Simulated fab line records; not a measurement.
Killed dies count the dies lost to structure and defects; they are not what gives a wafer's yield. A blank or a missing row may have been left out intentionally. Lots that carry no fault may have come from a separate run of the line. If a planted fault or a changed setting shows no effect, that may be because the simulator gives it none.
Which tool did it? | flow n5-finfet | 24 lots, 72 wafers sampled, at 6 steps of a route of 1938

== WHAT THE GAUGES SHOWED, per wafer ==
The record holds no reading of a measuring or inspecting step that can be judged against a usual standard deviation.

== EACH LOT AND THE TOOL THAT RAN IT (in order: tool; ch and the chambers of the sampled wafers; start) ==
lot  | N5_BEOL_M2_ANNEAL_49         | N5_BEOL_M2_SPUTTER_79        | N5_BEOL_M2_ANNEAL_80         | N5_BEOL_M2_SPUTTER_88        | N5_BEOL_M2_ANNEAL_89         | N5_BEOL_M2_DEP_57
L075 | pvd-sputter-01, day 7 23:01  | pvd-sputter-01, day 7 23:09  | pvd-sputter-01, day 7 23:14  | pvd-sputter-01, day 7 23:49  | pvd-sputter-01, day 7 23:53  | pecvd-04 ch 0,1,2, day 8 01:40
L074 | pvd-sputter-01, day 8 03:03  | pvd-sputter-01, day 8 03:11  | pvd-sputter-01, day 8 03:16  | pvd-sputter-01, day 8 03:51  | pvd-sputter-01, day 8 03:56  | pecvd-03 ch 0,1, day 8 05:43
L076 | pvd-sputter-03, day 8 03:16  | pvd-sputter-03, day 8 03:24  | pvd-sputter-03, day 8 03:29  | pvd-sputter-03, day 8 04:04  | pvd-sputter-03, day 8 04:08  | pecvd-04 ch 0,1,2, day 8 06:03
L077 | pvd-sputter-01, day 8 05:11  | pvd-sputter-01, day 8 05:20  | pvd-sputter-01, day 8 05:25  | pvd-sputter-01, day 8 05:59  | pvd-sputter-01, day 8 06:04  | pecvd-04 ch 0,1,2, day 8 07:57
L078 | pvd-sputter-03, day 8 06:06  | pvd-sputter-03, day 8 06:14  | pvd-sputter-03, day 8 06:19  | pvd-sputter-03, day 8 06:54  | pvd-sputter-03, day 8 06:59  | pecvd-03 ch 1,2, day 8 08:46
L079 | pvd-sputter-01, day 8 11:02  | pvd-sputter-01, day 8 11:10  | pvd-sputter-01, day 8 11:15  | pvd-sputter-01, day 8 11:50  | pvd-sputter-01, day 8 11:55  | pecvd-03 ch 0,1, day 8 13:43
L080 | pvd-sputter-01, day 8 13:56  | pvd-sputter-01, day 8 14:04  | pvd-sputter-01, day 8 14:09  | pvd-sputter-01, day 8 14:44  | pvd-sputter-01, day 8 14:49  | pecvd-01 ch 1,2, day 8 16:37
L081 | pvd-sputter-03, day 8 18:53  | pvd-sputter-03, day 8 19:01  | pvd-sputter-03, day 8 19:06  | pvd-sputter-03, day 8 19:41  | pvd-sputter-03, day 8 19:46  | pecvd-01 ch 1,2, day 8 21:32
L082 | pvd-sputter-01, day 8 19:19  | pvd-sputter-01, day 8 19:27  | pvd-sputter-01, day 8 19:32  | pvd-sputter-01, day 8 20:07  | pvd-sputter-01, day 8 20:11  | pecvd-03 ch 0,1, day 8 21:58
L083 | pvd-sputter-02, day 9 04:31  | pvd-sputter-02, day 9 04:39  | pvd-sputter-02, day 9 04:44  | pvd-sputter-02, day 9 05:19  | pvd-sputter-02, day 9 05:23  | pecvd-03 ch 0,1,2, day 9 07:16
L084 | pvd-sputter-01, day 9 18:16  | pvd-sputter-01, day 9 18:25  | pvd-sputter-01, day 9 18:29  | pvd-sputter-01, day 9 19:04  | pvd-sputter-01, day 9 19:09  | pecvd-03 ch 0,2, day 9 21:03
L085 | pvd-sputter-02, day 9 22:58  | pvd-sputter-02, day 9 23:06  | pvd-sputter-02, day 9 23:11  | pvd-sputter-02, day 9 23:46  | pvd-sputter-02, day 9 23:50  | pecvd-03 ch 1,2, day 10 01:37
L086 | pvd-sputter-01, day 10 07:29 | pvd-sputter-01, day 10 07:38 | pvd-sputter-01, day 10 07:43 | pvd-sputter-01, day 10 08:17 | pvd-sputter-01, day 10 08:22 | pecvd-04 ch 1, day 10 10:22
L087 | pvd-sputter-03, day 10 21:14 | pvd-sputter-03, day 10 21:23 | pvd-sputter-03, day 10 21:28 | pvd-sputter-03, day 10 22:02 | pvd-sputter-03, day 10 22:07 | pecvd-01 ch 0,1, day 10 23:54
L088 | pvd-sputter-02, day 12 07:19 | pvd-sputter-02, day 12 07:27 | pvd-sputter-02, day 12 07:32 | pvd-sputter-02, day 12 08:07 | pvd-sputter-02, day 12 08:11 | pecvd-03 ch 1,2, day 12 09:58
L089 | pvd-sputter-01, day 12 07:32 | pvd-sputter-01, day 12 07:40 | pvd-sputter-01, day 12 07:45 | pvd-sputter-01, day 12 08:20 | pvd-sputter-01, day 12 08:25 | pecvd-01 ch 0,1,2, day 12 10:11
L090 | pvd-sputter-01, day 12 20:44 | pvd-sputter-01, day 12 20:53 | pvd-sputter-01, day 12 20:58 | pvd-sputter-01, day 12 21:32 | pvd-sputter-01, day 12 21:37 | pecvd-01 ch 0,2, day 12 23:24
L092 | pvd-sputter-02, day 12 20:53 | pvd-sputter-02, day 12 21:01 | pvd-sputter-02, day 12 21:06 | pvd-sputter-02, day 12 21:41 | pvd-sputter-02, day 12 21:46 | pecvd-04 ch 0,2, day 12 23:32
L093 | pvd-sputter-02, day 12 23:41 | pvd-sputter-02, day 12 23:50 | pvd-sputter-02, day 12 23:55 | pvd-sputter-02, day 13 00:29 | pvd-sputter-02, day 13 00:34 | pecvd-01 ch 0,2, day 13 02:30
L094 | pvd-sputter-03, day 13 01:28 | pvd-sputter-03, day 13 01:37 | pvd-sputter-03, day 13 01:41 | pvd-sputter-03, day 13 02:16 | pvd-sputter-03, day 13 02:21 | pecvd-01 ch 0,2, day 13 04:08
L095 | pvd-sputter-02, day 13 05:59 | pvd-sputter-02, day 13 06:08 | pvd-sputter-02, day 13 06:13 | pvd-sputter-02, day 13 06:47 | pvd-sputter-02, day 13 06:52 | pecvd-03 ch 0,2, day 13 08:40
L091 | pvd-sputter-01, day 13 06:44 | pvd-sputter-01, day 13 06:53 | pvd-sputter-01, day 13 06:58 | pvd-sputter-01, day 13 07:32 | pvd-sputter-01, day 13 07:37 | pecvd-01 ch 1,2, day 13 09:24
L097 | pvd-sputter-01, day 13 13:16 | pvd-sputter-01, day 13 13:24 | pvd-sputter-01, day 13 13:29 | pvd-sputter-01, day 13 14:04 | pvd-sputter-01, day 13 14:08 | pecvd-03 ch 0,1,2, day 13 16:03
L096 | pvd-sputter-02, day 13 17:59 | pvd-sputter-02, day 13 18:07 | pvd-sputter-02, day 13 18:12 | pvd-sputter-02, day 13 18:47 | pvd-sputter-02, day 13 18:52 | pecvd-04 ch 0,1, day 13 20:57
- N5_BEOL_M2_ANNEAL_49: time 240 s.
- N5_BEOL_M2_SPUTTER_79: material Cu, target thk 4.5 nm, time 8.29 s.
- N5_BEOL_M2_ANNEAL_80: time 240 s.
- N5_BEOL_M2_SPUTTER_88: material Cu, target thk 4.5 nm, time 8.29 s.
- N5_BEOL_M2_ANNEAL_89: time 240 s.
- N5_BEOL_M2_DEP_57: deposits SiCN from 3MS/NH3, target thk 8 nm, time 14 s.

== AS READ BY THE TOOLS THEMSELVES (means over the sampled wafers that have a number; for cases with no such wafer, the mark the record gives instead) ==
N5_BEOL_M2_ANNEAL_49.
lot  | tool           | heater-power-w (W)
L075 | pvd-sputter-01 | 761
L074 | pvd-sputter-01 | 787
L076 | pvd-sputter-03 | 808
L077 | pvd-sputter-01 | 753
L078 | pvd-sputter-03 | 902
L079 | pvd-sputter-01 | 766
L080 | pvd-sputter-01 | 747
L081 | pvd-sputter-03 | 800
L082 | pvd-sputter-01 | 787
L083 | pvd-sputter-02 | 792
L084 | pvd-sputter-01 | 780
L085 | pvd-sputter-02 | 828
L086 | pvd-sputter-01 | 740
L087 | pvd-sputter-03 | 799
L088 | pvd-sputter-02 | 782
L089 | pvd-sputter-01 | 756
L090 | pvd-sputter-01 | 789
L092 | pvd-sputter-02 | 808
L093 | pvd-sputter-02 | 749
L094 | pvd-sputter-03 | 722
L095 | pvd-sputter-02 | 843
L091 | pvd-sputter-01 | 788
L097 | pvd-sputter-01 | 799
L096 | pvd-sputter-02 | 796

N5_BEOL_M2_SPUTTER_79.
lot  | tool           | chamber-pressure-pa (Pa) | throttle-valve-pct (%)
L075 | pvd-sputter-01 | 0.07                     | 29.3
L074 | pvd-sputter-01 | 0.07                     | 29.3
L076 | pvd-sputter-03 | 0.07                     | 30.9
L077 | pvd-sputter-01 | 0.07                     | 28.7
L078 | pvd-sputter-03 | 0.07                     | 31.8
L079 | pvd-sputter-01 | 0.07                     | 29.4
L080 | pvd-sputter-01 | 0.07                     | 29.0
L081 | pvd-sputter-03 | 0.07                     | 30.5
L082 | pvd-sputter-01 | 0.07                     | 29.8
L083 | pvd-sputter-02 | 0.07                     | 30.4
L084 | pvd-sputter-01 | 0.07                     | 30.1
L085 | pvd-sputter-02 | 0.07                     | 30.2
L086 | pvd-sputter-01 | 0.07                     | 29.4
L087 | pvd-sputter-03 | 0.07                     | 31.1
L088 | pvd-sputter-02 | 0.07                     | 30.3
L089 | pvd-sputter-01 | 0.07                     | 29.5
L090 | pvd-sputter-01 | 0.07                     | 30.7
L092 | pvd-sputter-02 | 0.07                     | 29.3
L093 | pvd-sputter-02 | 0.07                     | 30.2
L094 | pvd-sputter-03 | 0.07                     | 29.7
L095 | pvd-sputter-02 | 0.07                     | 29.3
L091 | pvd-sputter-01 | 0.07                     | 30.1
L097 | pvd-sputter-01 | 0.07                     | 30.3
L096 | pvd-sputter-02 | 0.07                     | 29.1

N5_BEOL_M2_ANNEAL_80.
lot  | tool           | heater-power-w (W)
L075 | pvd-sputter-01 | 767
L074 | pvd-sputter-01 | 777
L076 | pvd-sputter-03 | 802
L077 | pvd-sputter-01 | 770
L078 | pvd-sputter-03 | 891
L079 | pvd-sputter-01 | 750
L080 | pvd-sputter-01 | 750
L081 | pvd-sputter-03 | 802
L082 | pvd-sputter-01 | 792
L083 | pvd-sputter-02 | 806
L084 | pvd-sputter-01 | 766
L085 | pvd-sputter-02 | 822
L086 | pvd-sputter-01 | 730
L087 | pvd-sputter-03 | 802
L088 | pvd-sputter-02 | 795
L089 | pvd-sputter-01 | 758
L090 | pvd-sputter-01 | 790
L092 | pvd-sputter-02 | 804
L093 | pvd-sputter-02 | 754
L094 | pvd-sputter-03 | 731
L095 | pvd-sputter-02 | 818
L091 | pvd-sputter-01 | 788
L097 | pvd-sputter-01 | 813
L096 | pvd-sputter-02 | 808

N5_BEOL_M2_SPUTTER_88.
lot  | tool           | chamber-pressure-pa (Pa) | throttle-valve-pct (%)
L075 | pvd-sputter-01 | 0.07                     | 29.2
L074 | pvd-sputter-01 | 0.07                     | 29.3
L076 | pvd-sputter-03 | 0.07                     | 31.0
L077 | pvd-sputter-01 | 0.07                     | 28.8
L078 | pvd-sputter-03 | 0.07                     | 31.9
L079 | pvd-sputter-01 | 0.07                     | 29.3
L080 | pvd-sputter-01 | 0.07                     | 29.3
L081 | pvd-sputter-03 | 0.07                     | 30.3
L082 | pvd-sputter-01 | 0.07                     | 29.8
L083 | pvd-sputter-02 | 0.07                     | 30.5
L084 | pvd-sputter-01 | 0.07                     | 30.0
L085 | pvd-sputter-02 | 0.07                     | 30.3
L086 | pvd-sputter-01 | 0.07                     | 29.4
L087 | pvd-sputter-03 | 0.07                     | 31.0
L088 | pvd-sputter-02 | 0.07                     | 30.4
L089 | pvd-sputter-01 | 0.07                     | 29.6
L090 | pvd-sputter-01 | 0.07                     | 30.6
L092 | pvd-sputter-02 | 0.07                     | 29.3
L093 | pvd-sputter-02 | 0.07                     | 30.6
L094 | pvd-sputter-03 | 0.07                     | 29.6
L095 | pvd-sputter-02 | 0.07                     | 29.1
L091 | pvd-sputter-01 | 0.07                     | 30.1
L097 | pvd-sputter-01 | 0.07                     | 30.2
L096 | pvd-sputter-02 | 0.07                     | 29.3

N5_BEOL_M2_ANNEAL_89.
lot  | tool           | heater-power-w (W)
L075 | pvd-sputter-01 | 769
L074 | pvd-sputter-01 | 769
L076 | pvd-sputter-03 | 820
L077 | pvd-sputter-01 | 744
L078 | pvd-sputter-03 | 880
L079 | pvd-sputter-01 | 765
L080 | pvd-sputter-01 | 755
L081 | pvd-sputter-03 | 796
L082 | pvd-sputter-01 | 795
L083 | pvd-sputter-02 | 777
L084 | pvd-sputter-01 | 779
L085 | pvd-sputter-02 | 824
L086 | pvd-sputter-01 | 745
L087 | pvd-sputter-03 | 810
L088 | pvd-sputter-02 | 789
L089 | pvd-sputter-01 | 757
L090 | pvd-sputter-01 | 785
L092 | pvd-sputter-02 | 812
L093 | pvd-sputter-02 | 761
L094 | pvd-sputter-03 | 717
L095 | pvd-sputter-02 | 826
L091 | pvd-sputter-01 | 778
L097 | pvd-sputter-01 | 802
L096 | pvd-sputter-02 | 805

N5_BEOL_M2_DEP_57.
lot  | tool     | chamber-pressure-Torr (Torr) | showerhead-plenum-p-Torr (Torr) | throttle-valve-pct (%)
L075 | pecvd-04 | 3.003                        | 3.682                           | 9.3
L074 | pecvd-03 | 3.004                        | 3.667                           | 9.1
L076 | pecvd-04 | 3.000                        | 3.677                           | 9.0
L077 | pecvd-04 | 3.005                        | 3.676                           | 9.1
L078 | pecvd-03 | 2.997                        | 3.665                           | 8.6
L079 | pecvd-03 | 3.004                        | 3.666                           | 9.8
L080 | pecvd-01 | 3.006                        | 3.664                           | 8.4
L081 | pecvd-01 | 3.001                        | 3.668                           | 8.9
L082 | pecvd-03 | 3.003                        | 3.667                           | 9.9
L083 | pecvd-03 | 3.002                        | 3.668                           | 9.1
L084 | pecvd-03 | 3.003                        | 3.660                           | 9.0
L085 | pecvd-03 | 2.998                        | 3.667                           | 8.9
L086 | pecvd-04 | 3.002                        | 3.691                           | 8.2
L087 | pecvd-01 | 2.999                        | 3.658                           | 9.2
L088 | pecvd-03 | 2.992                        | 3.665                           | 8.8
L089 | pecvd-01 | 3.004                        | 3.660                           | 8.8
L090 | pecvd-01 | 3.004                        | 3.666                           | 8.4
L092 | pecvd-04 | 2.995                        | 3.671                           | 8.9
L093 | pecvd-01 | 3.004                        | 3.655                           | 8.6
L094 | pecvd-01 | 3.011                        | 3.658                           | 8.4
L095 | pecvd-03 | 3.000                        | 3.665                           | 9.1
L091 | pecvd-01 | 3.001                        | 3.667                           | 9.0
L097 | pecvd-03 | 3.000                        | 3.669                           | 9.3
L096 | pecvd-04 | 2.994                        | 3.677                           | 9.2

== THE ANSWER, worked out from the rows above alone ==
Rule: the usual values come from the lots themselves. Put in order of their means at a reading, lots are off if they are a third of the lots or fewer, leave a main group of 4 or more, and stand apart from it by a gap of 3 or more times the standard deviation of the main group's means; of several such gaps the widest counts. A main group whose means are all the same, to the digits that the tables above print for the reading, isn't used. A lot without any number at a reading at which 4 lots or more have one is off too. Any other lot the step has rows for is counted as sound. Order of review: gauges by route order, followed by the tools' own readings, for which a lot's mean as printed above is used. The first step at which some lot is off is used, and at that step the reading that is off furthest; a lot without a number counts as furthest.
No lot is off at any reading shown: from this, nothing can be told.

== WHAT THE SIMULATOR PUT IN ==
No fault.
